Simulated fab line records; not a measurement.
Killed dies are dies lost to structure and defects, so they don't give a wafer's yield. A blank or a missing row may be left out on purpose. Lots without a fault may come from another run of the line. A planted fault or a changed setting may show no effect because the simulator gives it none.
fab line records    flow n5_finfet
record lots=3  wafers=8  last_day=16
route steps=1938 shown BEOL_M4@1099 BEOL_M5@1112 BEOL_M10@1509 PASSIVATION@1936
lots with no fault: from the same line, run without faults
start_h: the number of hours between the record's first day and the start of the first shown wafer of the lot    wait_h: hours since the lot's step before    " identical to the entry in the row above    L1.1+2: several wafers, shown together as one row    - no value present, or no start provided    * or withheld: withheld    < > ~ a bound
route shown NAME@n: names a module that has steps shown in the file, with the first one's number in the route    usual: mean and standard deviation over wafers with no fault    same: alike in all rows    chamber/n: place in a boat    sites: each site's reading    _std_site: their standard deviation    _edge_site: outer sites' mean less inner sites'    radius_mm: for every site, how far away it sits from the centre of the wafer    mask NAME#n: copy n    behind: the last tool/chamber to shape the wafer    hold: the reason the lot was held/the length of the hold in hours/how it ended    device: which transistor (n, p or np) failed to switch    end of line: tests of these same wafers at the route's end    where a step has no rows: the recipe by itself    killed: count of dies lost to structure and defects at first sort (not the wafer's yield)    map: per-die view of a wafer (x killed, . not killed, _ where there is no die)
set.NAME: the setting the step ran with; set.NAME@STEP: the setting that earlier step ran with    model.NAME: the simulator's own value behind a step, which no gauge read
lots seen at some steps along the route; tables by step, rows by wafer
services: from which hour (start_h, from the record's first day; less than 0 if before it) a tool's chamber was out of use, for how many hours, and why
## steps
# step N5_BEOL_M4_ANNEAL_95
# recipe temp_c=400  time_s=240  ambient=vacuum
# step N5_BEOL_M4_SPUTTER_96
# recipe material=Cu  target_thk_a=45  temp_c=-20  chamber_pressure_pa=0.07  power_w=withheld  time_s=8.29
# step N5_BEOL_M4_ECD_50
# recipe material=Cu  target_thk_a=3000
# step N5_BEOL_M4_ANNEAL_51
# recipe temp_c=225  time_s=90  ambient=N2
# step N5_BEOL_M4_CMP_52
# recipe stop_on=SiOC  t_overpolish_s=6.8  down_force_psi=1  platen_rpm=50  clearing_platen_down_force_psi=1.5  clearing_platen_rpm=50  post_cmp_clean=cu_alkaline  target_thk_nm=40  clearing_platen_pad_velocity_m_s=0.99484  pad_velocity_m_s=0.99484
# step N5_BEOL_M4_PRE_CLEAN_60
# recipe gas=NH3/H2  time_s=15  temp_c=*  rf_power_w=300
# step N5_BEOL_M4_CO_CAP_55
# recipe material=Co  target_thk_a=20  temp_c=200  precursor=CCTBA/H2  pressure_torr=30  time_s=102.1
# step N5_BEOL_M4_PRE_CLEAN_56
# recipe gas=NH3  time_s=15  temp_c=withheld  rf_power_w=300
# step N5_BEOL_M4_DEP_57
# recipe material=SiCN  target_thk_a=80  temp_c=withheld  precursor=3MS/NH3  pressure_torr=3  rf_w=202  time_s=14
# step N5_BEOL_M4_RC_MEAS_101
# usual DIBL_N=35.4/2.1  DIBL_P=34.8/2.6  IOFF_N=0.15/0.037  IOFF_P=0.19/0.037  ION_N=677/16  ION_P=462/9.3  SS_N=71.4/0.75  SS_P=72.9/0.77  VT_N=250/3.7  VT_P=-251/3.5
lot.wafer  tool       chamber  start_h  wait_h  DIBL_N[mV/V]  DIBL_P[mV/V]  IOFF_N[nA/um]  IOFF_P[nA/um]  ION_N[uA/um]  ION_P[uA/um]  SS_N[mV/dec]  SS_P[mV/dec]  VT_N[mV]  VT_P[mV]
L411.1     prober-01  0        226.83   0.5     35.7          34.1          0.15           0.19           686           465           70.6          72.4          248       -251
L411.3     "          0        "        "       40.9          40.4          0.25           0.29           703           473           71.5          75.2          244       -246
L411.6     "          0        "        "       33.8          31.5          0.12           0.15           681           463           70.1          72.3          252       -254
L416.1     prober-02  0        258.33   0.0     33.6          33.6          0.15           0.20           688           480           70.6          72.4          246       -248
L416.6     "          0        "        "       37.6          36.2          0.22           0.23           688           464           72.7          73.0          245       -248
L421.1     prober-01  0        269.81   0.0     33.0          32.2          0.12           0.15           667           451           71.0          72.1          253       -254
L421.3     "          0        "        "       36.1          35.6          0.17           0.19           693           462           71.9          72.9          252       -252
L421.5     "          0        "        "       34.8          35.3          0.15           0.19           678           465           70.8          73.2          252       -252
# step N5_BEOL_M5_ILD_DEP_00
# recipe material=SiCOH_lowk  target_thk_a=1406.4  temp_c=300  precursor=DEMS/porogen  pressure_torr=5  rf_w=500  time_s=25.9
# step N5_BEOL_M5_CURE_79
# recipe temp_c=385  time_s=240  ambient=He/Ar  material=SiCOH_lowk
# step N5_BEOL_M5_PECVD_70
# recipe material=SiO2  target_thk_a=160  temp_c=400  precursor=TEOS/O2  pressure_torr=5.5  rf_w=450  teos_flow_sccm=53.8  gas=O2  flow_sccm=3000  time_s=18
# step N5_BEOL_M5_HM_DEP_02
# recipe material=TiN  target_thk_a=200  temp_c=25  chamber_pressure_pa=0.49996
# step N5_BEOL_M5_COAT_59
# recipe resist=SOC  temp_c=250  time_s=60  spin_rpm=1500  resist_thk_nm=60
# step N5_BEOL_M5_COAT_60
# recipe resist=SiARC  temp_c=220  time_s=60  spin_rpm=1500  resist_thk_nm=12
# step N5_BEOL_M5_COAT_71
# recipe resist=underlayer  temp_c=205  time_s=60  spin_rpm=1500  resist_thk_nm=5
# step N5_BEOL_M5_COAT_05
# recipe resist=CAR-EUV  spin_rpm=1500  resist_thk_nm=30
# step N5_BEOL_M5_EBR_07
# recipe solvent=PGMEA  ebr_width_mm=1.5
# step N5_BEOL_M5_SOFTBAKE_06
# recipe temp_c=110  time_s=60  resist=CAR-EUV
# step N5_BEOL_M5_EXPOSE_08
# recipe mask_id=M5  na=0.33  source_shape=annular  sigma_inner=0.4  sigma_outer=0.8  polarization=unpolarized  target_cd_nm=28  dose_mj=35.75
# step N5_BEOL_M5_PEB_09
# recipe peb_temp_c=100  peb_time_s=60  resist=CAR-EUV
# step N5_BEOL_M5_DEVELOP_10
# recipe develop_time_s=30  developer=TMAH  resist=CAR-EUV  rinse_liquid=surfactant_rinse  dry=air_spin  dev_temp_c=23
# step N5_BEOL_M5_DESCUM_16
# recipe chemistry=O2  time_s=7  source_power_w=50  bias_power_w=20  pressure_mtorr=20  rf_frequency_hz=2.712e+07  temp_c=40  resist=CAR-EUV  o2_flow_sccm=225
# step N5_BEOL_M5_ETCH_72
# recipe chemistry=N2/H2  target=underlayer  target_depth_a=65  mask_material=CAR-EUV  time_s=5.2  ion_energy_ev=200  pressure_mtorr=30  source_w=840  bias_w=150  n2_flow_sccm=200  h2_flow_sccm=200  ends=cleared
# step N5_BEOL_M5_ETCH_61
# recipe chemistry=CF4  target=SiARC  target_depth_a=156  mask_material=CAR-EUV  time_s=26  ion_energy_ev=80  pressure_mtorr=40  source_w=545  bias_w=36  Ar_flow_sccm=100  cf4_flow_sccm=100  ends=cleared
# step N5_BEOL_M5_ETCH_62
# recipe chemistry=N2/H2  target=SOC  target_depth_a=750  overetch_a=150  mask_material=SiARC  temp_c=40  time_s=112.5  ion_energy_ev=200  pressure_mtorr=30  source_w=840  bias_w=150  n2_flow_sccm=200  h2_flow_sccm=200
# step N5_BEOL_M5_STRIP_63
# recipe chemistry=N2/H2  temp_c=40  n2_flow_sccm=200  h2_flow_sccm=200  rf_frequency_hz=6e+07
# step N5_BEOL_M5_STRIP_73
# recipe chemistry=N2/H2  temp_c=40  n2_flow_sccm=200  h2_flow_sccm=200  rf_frequency_hz=6e+07
# step N5_BEOL_M5_STRIP_64
# recipe chemistry=CF4  resist=SiARC  power_w=300  bias_power_w=75  pressure_mtorr=50  cf4_flow_sccm=150  rf_frequency_hz=6e+07
# step N5_BEOL_M5_HM_OPEN_17
# recipe chemistry=Cl2/BCl3  target_depth_a=200  overetch_a=60  target=TiN  mask_material=SOC  ion_energy_ev=150  pressure_mtorr=10  icp_w=1000  bias_w=126  Cl2_flow_sccm=53.25  bcl3_flow_sccm=21.75  Ar_flow_sccm=25
# step N5_BEOL_M5_STRIP_19
# recipe chemistry=O2  power_w=400  temp_c=40  pressure_mtorr=30  rf_frequency_hz=6e+07  bias_power_w=0  overash_fraction=0.2  o2_flow_sccm=225
# step N5_BEOL_M5_COAT_65
# recipe resist=SOC  temp_c=250  time_s=60  spin_rpm=1500  resist_thk_nm=60
# step N5_BEOL_M5_COAT_66
# recipe resist=SiARC  temp_c=220  time_s=60  spin_rpm=1500  resist_thk_nm=12
# step N5_BEOL_M10_VIA_ETCH_34
# recipe chemistry=C4F6/O2  target=SiCOH_lowk  target_depth_a=1845  mask_material=SOC  taper_deg=4  time_s=69.2  ion_energy_ev=250  pressure_mtorr=30  source_w=345  bias_w=185  Ar_flow_sccm=300  C4F6_flow_sccm=10  O2_flow_sccm=10
# usual drypump_motor_current_A=5.7/0.34  oes_product_au=0.81/0.085  rf_vpp_V=665/11  showerhead_plenum_p_Torr=2.88/0.098  throttle_valve_pct=20.99/0.2
lot.wafer  tool         chamber  start_h  wait_h  drypump_motor_current_A  oes_product_au  rf_hours_counter_h  rf_vpp_V  showerhead_plenum_p_Torr  throttle_valve_pct  model.etch.depth_nm  model.SOC_of_BEOL_M10_COAT_63.thk_nm
L411.1     rie_diel-05  0        281.89   0.0     5.8                      0.73            213                 660       2.78                      20.72               185.3                92.2
L411.3     "            3        "        "       5.3                      0.88            42                  663       2.75                      21.06               192.2                91.8
L411.6     "            0        "        "       5.8                      0.73            -                   661       2.78                      20.73               187.4                92.4
L416.1     rie_diel-05  1        315.59   0.0     5.8                      0.83            88                  660       2.91                      20.82               187.8                91.8
L416.6     "            0        "        "       5.8                      0.54            -                   660       2.78                      20.69               110                  95.4
L421.1     rie_diel-01  1        324.47   0.0     5.9                      0.73            162                 678       2.95                      20.80               177.5                92.2
L421.3     "            3        "        "       5.1                      0.86            44                  656       3.00                      20.65               183.3                91.8
L421.5     "            3        "        "       5.1                      0.87            -                   655       3.00                      20.65               185.4                91.6
# step N5_PASSIVATION_PROBE_49
# usual defect_limited_yield=90.5/1.7  killed_at_M0_to_M3=37/12  killed_at_M4_up=14/5.2  killed_at_contacts=12/5.9  killed_at_front_end=45/14  killed_at_other=3.5/2.8  killed_dies=112/21  killed_on_rim=15/4.5  killed_open=73/15  killed_short=36/8.9  sort_bin_5_function=5.6/1.2  sort_bin_6_memory=3.5/0.68  sort_n_pass=1068/21  sort_yield_pct=90.5/1.8
# same gross_dies=1180  killed_at_back_side=0  sort_bin_4_leakage[%]=0  sort_bin_8_speed[%]=0
lot.wafer  tool       chamber  start_h  wait_h  defect_limited_yield[%]  killed_at_M0_to_M3  killed_at_M4_up  killed_at_contacts  killed_at_front_end  killed_at_other  killed_dies  killed_on_rim  killed_open  killed_short  sort_bin_5_function[%]  sort_bin_6_memory[%]  sort_n_pass  sort_yield_pct[%]
L411.1     prober-02  -        336.62   0.0     90.2                     32                  19               19                  46                   0                116          16             85           29            4.9                     4.5                   1064         90.2
L411.3     prober-02  -        336.72   0.1     89.5                     41                  9                18                  54                   2                124          9              86           36            6.8                     3.5                   1056         89.5
L411.6     prober-02  -        336.87   0.3     91.4                     30                  12               12                  46                   2                102          16             70           28            4.9                     3.4                   1078         91.4
L416.1     prober-02  -        371.75   0.0     92.4                     20                  18               14                  34                   4                90           13             59           31            4.2                     3.3                   1090         92.4
L416.6     prober-02  -        372.00   0.3     0                        30                  1104             20                  24                   2                1180         152            60           29            97.2                    2.8                   0            0
L421.1     prober-01  -        379.61   0.4     90.7                     31                  11               18                  47                   3                110          14             73           36            4.2                     4.7                   1070         90.7
L421.3     prober-01  -        379.71   0.5     91.2                     39                  16               21                  27                   1                104          13             58           45            5.6                     2.6                   1076         91.2
L421.5     prober-01  -        379.81   0.6     92.3                     17                  16               20                  38                   0                91           12             58           32            5.0                     2.5                   1089         92.3
# killed by level:class
L411.1 MOL_CONTACT_COAG:geometric_particle:open=16 FIN_SAQP:geometric_particle:open=13 STI_FIN_REVEAL:geometric_particle:open=10 BEOL_M4:geometric_particle:open=10 BEOL_M1:geometric_particle:short=8 BEOL_M0:geometric_particle:open=6 BEOL_M1:geometric_particle:open=6 BEOL_M2:geometric_particle:open=4
L411.3 MOL_CONTACT_COAG:geometric_particle:open=17 FIN_SAQP:geometric_particle:open=14 STI_FIN_REVEAL:geometric_particle:open=14 BEOL_M0_SAQP:geometric_particle:short=11 BEOL_M0_SAQP:geometric_particle:open=10 FIN_SAQP:geometric_particle:short=9 BEOL_M2:geometric_particle:open=7 BEOL_M3:geometric_particle:open=6
L411.6 FIN_SAQP:geometric_particle:open=22 MOL_CONTACT_COAG:geometric_particle:open=12 BEOL_M3:geometric_particle:open=8 FIN_SAQP:geometric_particle:short=6 BEOL_M2:geometric_particle:open=6 BEOL_M0_SAQP:geometric_particle:short=6 STARTING-WAFER:geometric_particle:short=4 ILD0:geometric_particle:short=3
L416.1 STI_FIN_REVEAL:geometric_particle:open=9 MOL_CONTACT_COAG:geometric_particle:open=8 BEOL_M3:geometric_particle:open=8 FIN_SAQP:geometric_particle:open=7 GATE_CUT:geometric_particle:short=7 MOL_CONTACT_COAG:geometric_particle:short=6 FIN_SAQP:geometric_particle:short=4 BEOL_M1:geometric_particle:open=4
L416.6 BEOL_M10:area_etch=1089 MOL_CONTACT_COAG:geometric_particle:open=15 BEOL_M1:geometric_particle:open=6 BEOL_M4:geometric_particle:open=6 FIN_SAQP:geometric_particle:open=5 BEOL_M0_SAQP:geometric_particle:short=5 BEOL_M3:geometric_particle:open=5 STARTING-WAFER:geometric_particle:short=4
L421.1 MOL_CONTACT_COAG:geometric_particle:open=15 FIN_SAQP:geometric_particle:open=13 BEOL_M0_SAQP:geometric_particle:open=12 FIN_SAQP:geometric_particle:short=10 STARTING-WAFER:geometric_particle:short=6 BEOL_M1:geometric_particle:open=5 BEOL_M0_SAQP:geometric_particle:short=4 BEOL_M3:geometric_particle:open=3
L421.3 BEOL_M0_SAQP:geometric_particle:short=14 BEOL_M0_SAQP:geometric_particle:open=13 MOL_CONTACT_COAG:geometric_particle:open=12 MOL_CONTACT_COAG:geometric_particle:short=8 FIN_SAQP:geometric_particle:short=7 BEOL_M4:geometric_particle:open=6 STI_FIN_REVEAL:geometric_particle:open=4 BEOL_M1:geometric_particle:short=4
L421.5 MOL_CONTACT_COAG:geometric_particle:open=13 FIN_SAQP:geometric_particle:open=12 FIN_SAQP:geometric_particle:short=9 MOL_CONTACT_COAG:geometric_particle:short=7 BEOL_M0_SAQP:geometric_particle:open=6 BEOL_M0_SAQP:geometric_particle:short=6 BEOL_M8:geometric_particle:open=5 BEOL_M4:geometric_particle:open=5
# map L416.6 (x killed, . not)
_________________xxxxxxxxxxxx________________
______________xxxxxxxxxxxxxxxxxx_____________
___________xxxxxxxxxxxxxxxxxxxxxxxx__________
__________xxxxxxxxxxxxxxxxxxxxxxxxxx_________
________xxxxxxxxxxxxxxxxxxxxxxxxxxxxxx_______
_______xxxxxxxxxxxxxxxxxxxxxxxxxxxxxxxx______
______xxxxxxxxxxxxxxxxxxxxxxxxxxxxxxxxxx_____
_____xxxxxxxxxxxxxxxxxxxxxxxxxxxxxxxxxxxx____
____xxxxxxxxxxxxxxxxxxxxxxxxxxxxxxxxxxxxxx___
___xxxxxxxxxxxxxxxxxxxxxxxxxxxxxxxxxxxxxxxx__
___xxxxxxxxxxxxxxxxxxxxxxxxxxxxxxxxxxxxxxxx__
__xxxxxxxxxxxxxxxxxxxxxxxxxxxxxxxxxxxxxxxxxx_
__xxxxxxxxxxxxxxxxxxxxxxxxxxxxxxxxxxxxxxxxxx_
_xxxxxxxxxxxxxxxxxxxxxxxxxxxxxxxxxxxxxxxxxxxx
_xxxxxxxxxxxxxxxxxxxxxxxxxxxxxxxxxxxxxxxxxxxx
_xxxxxxxxxxxxxxxxxxxxxxxxxxxxxxxxxxxxxxxxxxxx
_xxxxxxxxxxxxxxxxxxxxxxxxxxxxxxxxxxxxxxxxxxxx
_xxxxxxxxxxxxxxxxxxxxxxxxxxxxxxxxxxxxxxxxxxxx
_xxxxxxxxxxxxxxxxxxxxxxxxxxxxxxxxxxxxxxxxxxxx
_xxxxxxxxxxxxxxxxxxxxxxxxxxxxxxxxxxxxxxxxxxxx
_xxxxxxxxxxxxxxxxxxxxxxxxxxxxxxxxxxxxxxxxxxxx
__xxxxxxxxxxxxxxxxxxxxxxxxxxxxxxxxxxxxxxxxxx_
__xxxxxxxxxxxxxxxxxxxxxxxxxxxxxxxxxxxxxxxxxx_
___xxxxxxxxxxxxxxxxxxxxxxxxxxxxxxxxxxxxxxxx__
___xxxxxxxxxxxxxxxxxxxxxxxxxxxxxxxxxxxxxxxx__
____xxxxxxxxxxxxxxxxxxxxxxxxxxxxxxxxxxxxxx___
_____xxxxxxxxxxxxxxxxxxxxxxxxxxxxxxxxxxxx____
______xxxxxxxxxxxxxxxxxxxxxxxxxxxxxxxxxx_____
_______xxxxxxxxxxxxxxxxxxxxxxxxxxxxxxxx______
________xxxxxxxxxxxxxxxxxxxxxxxxxxxxxx_______
__________xxxxxxxxxxxxxxxxxxxxxxxxxx_________
___________xxxxxxxxxxxxxxxxxxxxxxxx__________
______________xxxxxxxxxxxxxxxxxx_____________
_________________xxxxxxxxxxxx________________
# map L411.3 (x killed, . not)
_________________............________________
______________.................._____________
___________.....x.....x..x.x.......__________
__________.......x..x...x..........._________
________...........x.......x.........._______
_______................x.........x.x...______
______............x.......x.x...x....x.._____
_____.x........x.x.x..............x....x.____
____....x....x...................x..x.....___
___...x........x...xxx.................x...__
___.x......x........x...x..x...............__
__.x...........x..................x........x_
__........x..x.................x............_
_.........................................x..
_......x........x....x.x.......x.........x...
_..x.......x..................x.....x..x.....
_.............xx.x.......x............x....x.
_.........x..x...........x...x.x.............
_.......x.....x............................x.
_.......................x...........x...x....
_..x...x.x...........x........x..............
__........................................x._
__..x...........x...x.x.............x......._
___..x..............x..x...................__
___.......x.......x.x..........x..x...x....__
____.........x....x..x..x.................___
_____x..xx..........x....x.......x.......____
______.....xx............x.............._____
_______.................x.x...x...xx..x______
________.......x..................x..._______
__________............x............._________
___________.....x.....x......x.....__________
______________....x...x........._____________
_________________...x......xx________________
## services
tool         chamber  start_h  hours  kind
rie_diel-05  0        265.47   8.7    repair
rie_diel-05  2        279.25   2.4    repair
rie_diel-05  0        287.52   1.8    repair
rie_diel-01  3        288.67   23.6   repair
rie_diel-05  1        290.79   6.3    repair
rie_diel-01  0        317.16   9.8    repair
rie_diel-05  1        317.84   8.7    repair
## key
first_sign step=N5_BEOL_M10_VIA_ETCH_34  reading=oes_product_au  direction=down  sigmas=3.2  usual=0.81  struck=0.54
effect step=N5_PASSIVATION_PROBE_49  reading=killed_at_M4_up  direction=up  sigmas=99+  usual=14  struck=1104
model_effect step=N5_BEOL_M10_VIA_ETCH_34  value=etch.depth_nm  without=187.4  struck=110
more_kills_born_at N5_BEOL_M10_VIA_ETCH_34@rie_diel-05=1089
met_at N5_BEOL_M10_VIA_ETCH_34
struck_wafers L416.6
later_rows_left_out L416.6
onset_between 281.89 315.59
fault kind=process_parameter_drift  tool=rie_diel-05  chamber=-  onset_h=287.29  steps=N5_BEOL_M10_VIA_ETCH_34  channel=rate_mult  offset=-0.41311  shape=step  end_h=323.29  scope=struck_wafers_only
# later_rows_left_out: the simulator's readings of these wafers behind a module that went badly wrong aren't trusted and aren't shown, but for the sort
